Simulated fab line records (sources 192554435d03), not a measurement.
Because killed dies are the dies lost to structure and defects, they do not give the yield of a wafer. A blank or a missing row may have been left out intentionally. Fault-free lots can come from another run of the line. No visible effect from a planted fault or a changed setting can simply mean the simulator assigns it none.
fab line records ; flow n5Finfet
record lots=7; wafers=21; lastDay=17
route steps=1938 shown SD_EPI_N@290 SD_EPI_P@295
lots with no fault: from the same line, run without faults
startH: hours from the record's first day to the start of the lot's first wafer shown ; waitH: hours from the lot's prior step to this one ; " the same as in the row above ; L1.1+2: a single row standing in for several wafers ; - no value, or no start was given ; * or withheld: withheld ; < > ~ a bound
route shown NAME@n: names a module that has steps shown in the file, with the first one's number in the route ; usual: mean/standard deviation taken from wafers without a fault ; same: alike in all rows ; chamber/n: place in a boat ; sites: per-site readings ; _std_site: their standard deviation ; _edge_site: inner sites' mean taken away from outer sites' mean ; radiusMm: for every site, how far away it sits from the centre of the wafer ; mask NAME#n: copy n ; behind: tool/chamber where the wafer was last shaped ; hold: cause of the lot's hold/its duration in hours/its outcome ; device: which transistor (n, p or np) failed to switch ; end of line: the tests these same wafers got at the end of their route ; step lacking rows: just its recipe ; killed: dies lost to structure and defects at the first sort, not the wafer's yield ; map: the dies of a wafer, with x for killed, . for not killed, _ for no die there
set.NAME: the run value of the setting; set.NAME@STEP: its run value at that earlier step ; model.NAME: the simulator's own value behind a step, which no gauge read
a table for each step, a row for each wafer; lots at some steps of the route
services: when a tool's chamber went out of use (startH, in hours from the record's first day, below 0 if earlier), for how many hours, and the reason
## steps
# step N5_SD_EPI_N_PRECLEAN_24
# recipe chemistry=O3/DIW; timeS=60; tempC=22; o3Ppm=10
# step N5_SD_EPI_N_SRD_25
# recipe timeS=30; tempC=23; rinseLiquid=diw; dry=ipaMarangoni
# step N5_SD_EPI_N_PRECLEAN_49
# recipe chemistry=NF3:NH3; afsCycles=1; tempC=30; timeS=20; sublimationTempC=180; sublimationTimeS=60; pressureTorr=3; rfPowerW=30
# step N5_SD_EPI_N_LINER_46
# recipe material=SiNx; targetThkA=30; tempC=400; aldPrecursorFamily=SiH2I2; aldCoReactant=N2/H2-plasma; pressureTorr=2
# usual chamberPressureTorr=2.000/0.004; heaterPowerW=858/83
lot.wafer;tool;chamber;startH;waitH;chamberPressureTorr;heaterPowerW
L532.3;aldSin-02;2;98.34;0.7;1.993;812
L532.4;aldSin-02;3;98.34;0.7;1.998;937
L532.5;aldSin-02;0;98.34;0.7;2.000;962
L539.2;aldSin-01;1;139.10;0.1;2.000;883
L539.5;aldSin-01;2;139.10;0.1;2.001;810
L539.6;aldSin-01;1;139.10;0.1;1.996;893
L540.2;aldSin-02;3;146.11;0.1;2.007;957
L540.4;aldSin-02;1;146.11;0.1;2.000;820
L540.5;aldSin-02;2;146.11;0.1;2.005;809
L541.2;aldSin-03;0;153.25;0.1;2.000;752
L541.4;aldSin-03;3;153.25;0.1;2.004;795
L541.6;aldSin-03;1;153.25;0.1;1.995;920
L544.3;aldSin-02;3;167.83;0.1;1.996;925
L544.5;aldSin-02;3;167.83;0.1;1.997;936
L544.6;aldSin-02;2;167.83;0.1;1.994;817
L545.1;aldSin-01;2;172.17;0.2;1.997;825
L545.3;aldSin-01;3;172.17;0.2;2.000;799
L545.5;aldSin-01;1;172.17;0.2;1.991;907
L547.1;aldSin-01;1;187.91;0.7;1.995;919
L547.3;aldSin-01;2;187.91;0.7;1.998;801
L547.5;aldSin-01;0;187.91;0.7;1.999;973
# step N5_SD_EPI_N_INSPECT_26
# recipe inspectInstrument=darkfield; mode=postEpi
# usual rawDefectCount=195/34
lot.wafer;tool;chamber;startH;waitH;rawDefectCount
L532.3;defectInspect-02;-;98.59;0.1;195
L532.4;defectInspect-02;-;98.59;0.1;162
L532.5;defectInspect-02;-;98.59;0.1;180
L539.2;defectInspect-02;-;139.35;0.1;228
L539.5;defectInspect-02;-;139.35;0.1;154
L539.6;defectInspect-02;-;139.35;0.1;216
L540.2;defectInspect-02;-;146.36;0.1;207
L540.4;defectInspect-02;-;146.36;0.1;202
L540.5;defectInspect-02;-;146.36;0.1;166
L541.2;defectInspect-02;-;153.50;0.1;224
L541.4;defectInspect-02;-;153.50;0.1;201
L541.6;defectInspect-02;-;153.50;0.1;191
L544.3;defectInspect-02;-;168.08;0.1;170
L544.5;defectInspect-02;-;168.08;0.1;205
L544.6;defectInspect-02;-;168.08;0.1;214
L545.1;defectInspect-01;-;172.42;0.1;198
L545.3;defectInspect-01;-;172.42;0.1;203
L545.5;defectInspect-01;-;172.42;0.1;192
L547.1;defectInspect-01;-;188.16;0.1;162
L547.3;defectInspect-01;-;188.16;0.1;278
L547.5;defectInspect-01;-;188.16;0.1;197
# step N5_SD_EPI_P_COAT_34
# recipe resist=SOC; tempC=250; timeS=60; spinRpm=1500; resistThkNm=350
# step N5_SD_EPI_P_COAT_35
# recipe resist=SiARC; tempC=220; timeS=60; spinRpm=1500; resistThkNm=35
# step N5_SD_EPI_P_COAT_03
# recipe resist=CAR-ArF-block; spinRpm=1500; resistThkNm=150
# step N5_SD_EPI_P_EBR_05
# recipe solvent=PGMEA; ebrWidthMm=1.5
# step N5_SD_EPI_P_SOFTBAKE_04
# recipe tempC=110; timeS=60; resist=CAR-ArF-block
# step N5_SD_EPI_P_EXPOSE_06
# recipe maskId=SD_P_BLK; na=1.35; sourceShape=conventional; sigmaOuter=0.8; polarization=unpolarized; targetCdNm=240; doseMj=39.5
# step N5_SD_EPI_P_PEB_07
# recipe pebTempC=110; pebTimeS=60; resist=CAR-ArF-block
# step N5_SD_EPI_P_DEVELOP_08
# recipe developTimeS=30; developer=TMAH; resist=CAR-ArF-block; devTempC=23; rinseLiquid=diw; dry=airSpin
# usual chillPlateTempC=22.99/0.1; developTimeS=30/0; exhaustPa=44.9/0.86
lot.wafer;tool;chamber;startH;waitH;chillPlateTempC;developTimeS;exhaustPa;model.CAR-ArF-block_of_SD_EPI_P_COAT_03.thkNm
L532.3;lithoTrack-04;0;98.94;-;22.91;30;44.0;149
L532.4;lithoTrack-04;0;98.94;-;23.04;30;43.3;149.4
L532.5;lithoTrack-04;0;98.94;-;22.83;30;45.6;149.2
L539.2;lithoTrack-05;-;139.69;-;-;-;-;150.2
L539.5;lithoTrack-05;-;139.69;-;-;-;-;149.8
L539.6;lithoTrack-05;-;139.69;-;-;-;-;150.6
L540.2;lithoTrack-05;-;146.70;-;-;-;-;150.4
L540.4;lithoTrack-05;-;146.70;-;-;-;-;150.2
L540.5;lithoTrack-05;-;146.70;-;-;-;-;150
L541.2;lithoTrack-01;-;153.84;-;-;-;-;151
L541.4;lithoTrack-01;-;153.84;-;-;-;-;150.8
L541.6;lithoTrack-01;-;153.84;-;-;-;-;150.4
L544.3;lithoTrack-01;0;168.42;-;22.95;30;45.0;148.4
L544.5;lithoTrack-01;0;168.42;-;22.92;30;46.1;148.4
L544.6;lithoTrack-01;0;168.42;-;22.94;30;45.5;149
L545.1;lithoTrack-05;0;172.76;-;23.07;30;44.0;147.8
L545.3;lithoTrack-05;0;172.76;-;23.04;30;44.1;148.8
L545.5;lithoTrack-05;0;172.76;-;23.21;30;45.7;148.8
L547.1;lithoTrack-01;0;188.50;-;23.10;30;45.0;148.2
L547.3;lithoTrack-01;0;188.50;-;23.03;30;44.3;148.4
L547.5;lithoTrack-01;0;188.50;-;23.21;30;43.0;148.6
# step N5_SD_EPI_P_CD_MEAS_09
# recipe targetCdNm=240; landingEnergyEv=500; detector=seInlens
# usual cdNm=239.9/0.56
lot.wafer;tool;chamber;startH;waitH;cdNm
L532.3;cdSem-02;0;99.00;-;239.7
L532.4;cdSem-02;0;99.00;-;240.5
L532.5;cdSem-02;0;99.00;-;240.7
L539.2;cdSem-02;0;139.75;-;-
L539.5;cdSem-02;0;139.75;-;-
L539.6;cdSem-02;0;139.75;-;-
L540.2;cdSem-02;0;146.76;-;-
L540.4;cdSem-02;0;146.76;-;-
L540.5;cdSem-02;0;146.76;-;-
L541.2;cdSem-02;0;153.90;-;-
L541.4;cdSem-02;0;153.90;-;-
L541.6;cdSem-02;0;153.90;-;-
L544.3;cdSem-01;0;168.48;-;240.0
L544.5;cdSem-01;0;168.48;-;240.4
L544.6;cdSem-01;0;168.48;-;239.1
L545.1;cdSem-02;0;172.82;-;240.2
L545.3;cdSem-02;0;172.82;-;240.2
L545.5;cdSem-02;0;172.82;-;239.2
L547.1;cdSem-02;0;188.56;-;240.5
L547.3;cdSem-02;0;188.56;-;239.7
L547.5;cdSem-02;0;188.56;-;239.6
## services
tool;chamber;startH;hours;kind
aldSin-01;-;76.81;6.0;pm
aldSin-01;-;86.21;14.0;pm
aldSin-01;0;86.21;14.0;ventCycle
aldSin-01;1;86.21;14.0;ventCycle
aldSin-01;2;86.21;14.0;ventCycle
aldSin-01;3;86.21;14.0;ventCycle
aldSin-01;0;100.21;-;clean
aldSin-01;1;100.21;-;clean
aldSin-01;2;100.21;-;clean
aldSin-01;3;100.21;-;clean
lithoTrack-04;-;122.55;-;consumableReplace:filter
aldSin-03;2;148.19;5.8;repair
aldSin-03;-;176.83;14.0;pm
aldSin-03;0;176.83;14.0;ventCycle
aldSin-03;1;176.83;14.0;ventCycle
aldSin-03;2;176.83;14.0;ventCycle
aldSin-03;3;176.83;14.0;ventCycle
## key
firstSign step=N5_SD_EPI_P_DEVELOP_08; reading=toolRecord; direction=missing
effect none on later readings
modelEffect step=N5_SD_EPI_P_DEVELOP_08; value=CAR-ArF-block_of_SD_EPI_P_COAT_03.thkNm; without=148.7; struck=150.4
metAt N5_SD_EPI_P_DEVELOP_08
struckWafers L539.2,L539.5,L539.6,L540.2,L540.4,L540.5,L541.2,L541.4,L541.6
laterRowsLeftOut L539.2,L539.5,L539.6,L540.2,L540.4,L540.5,L541.2,L541.4,L541.6
sortLeftOut L539.2,L539.5,L539.6,L540.2,L540.4,L540.5,L541.2,L541.4,L541.6
fault kind=skippedStepWhole; tool=lithoTrack-01,lithoTrack-05; chamber=-; onsetH=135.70; steps=N5_SD_EPI_P_DEVELOP_08; scope=struckLotsOnly
# sortLeftOut: the simulated sort isn't trusted on such a fault, so these wafers' sort isn't shown, and their yield isn't known
# laterRowsLeftOut: the simulator's readings of these wafers behind a module that went badly wrong aren't trusted and aren't shown, but for the sort
